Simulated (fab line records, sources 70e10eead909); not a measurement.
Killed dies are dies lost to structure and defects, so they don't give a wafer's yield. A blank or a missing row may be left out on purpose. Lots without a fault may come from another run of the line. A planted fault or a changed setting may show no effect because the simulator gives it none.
Chamber matching | flow nand_harc | NHARC_P_GATE_DESCUM_93 on rie_diel-11: 4 sister chambers
The step chemistry O2, time 3 s. 16 wafers are shown with their chamber, then 8 later ones without.

WAFERS WITH THEIR CHAMBER
wafer  | chamber | showerhead_plenum_p_Torr (Torr) | oes_product_au (a.u.) | throttle_valve_pct (%)
L079.3 | 0       | 1.78                            | 0.989                 | 11.304
L079.5 | 2       | 1.77                            | 1.002                 | 11.311
L079.6 | 3       | 1.98                            | 0.987                 | 11.317
L080.1 | 2       | 1.77                            | 0.997                 | 11.303
L080.3 | 3       | 1.98                            | 0.985                 | 11.322
L080.5 | 0       | 1.78                            | 0.978                 | 11.310
L084.2 | 2       | 1.77                            | 0.997                 | 11.319
L084.4 | 0       | 1.77                            | 0.993                 | 11.316
L084.6 | 2       | 1.77                            | 1.004                 | 11.298
L085.4 | 1       | 1.82                            | 1.009                 | 11.315
L085.5 | 0       | 1.77                            | 0.988                 | 11.303
L085.6 | 3       | 1.98                            | 0.986                 | 11.313
L090.3 | 3       | 1.98                            | 0.996                 | 11.308
L090.4 | 0       | 2.08                            | 0.986                 | 11.318
L090.6 | 1       | 1.82                            | 1.000                 | 11.310
L091.1 | 3       | 1.98                            | 0.987                 | 11.330

SIGNATURES (means of the wafers above)
reading                  | chamber 0 | chamber 1 | chamber 2 | chamber 3 | scatter within a chamber
showerhead_plenum_p_Torr | 1.8360    | 1.8200    | 1.7700    | 1.9800    | 0.0788
oes_product_au           | 0.98680   | 1.00450   | 1.00000   | 0.98820   | 0.00483
throttle_valve_pct       | 11.31020  | 11.31250  | 11.30775  | 11.31800  | 0.00784
Rule: a wafer's distance from a chamber is the root of the sum, over the readings, of the square of ((its reading less the chamber's mean) divided by the reading's scatter). The wafer belongs to the nearest chamber; if the next one is less than 2 further off, it can't be placed. The scatter: the root of (the sum of the squares of (reading less its chamber's mean) over the shown wafers, divided by (wafers less chambers)).

WAFERS WITHOUT THEIR CHAMBER
wafer  | showerhead_plenum_p_Torr (Torr) | oes_product_au (a.u.) | throttle_valve_pct (%)
L091.2 | 2.08                            | 0.986                 | 11.300
L091.3 | 1.82                            | 0.990                 | 11.300
L096.3 | 2.07                            | 0.990                 | 11.300
L096.5 | 2.07                            | 0.993                 | 11.298
L096.6 | 1.98                            | 0.996                 | 11.284
L097.1 | 1.81                            | 0.995                 | 11.312
L097.2 | 2.07                            | 0.980                 | 11.296
L097.4 | 2.07                            | 0.992                 | 11.320

WHICH CHAMBER EACH WENT THROUGH
wafer  | from the rows above               | in truth
L091.2 | can't be placed: 3 or 0           | 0
L091.3 | can't be placed: 0 or 2 or 3 or 1 | 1
L096.3 | can't be placed: 3 or 0 or 2      | 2
L096.5 | can't be placed: 3 or 0 or 2 or 1 | 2
L096.6 | can't be placed: 2 or 0 or 1 or 3 | 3
L097.1 | can't be placed: 2 or 0 or 1 or 3 | 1
L097.2 | can't be placed: 3 or 0           | 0
L097.4 | can't be placed: 3 or 0           | 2
Placed correctly: 0 of 8. Can't be placed from these rows: 8 (the true chamber is among the candidates in 7). Placed wrongly: 0.
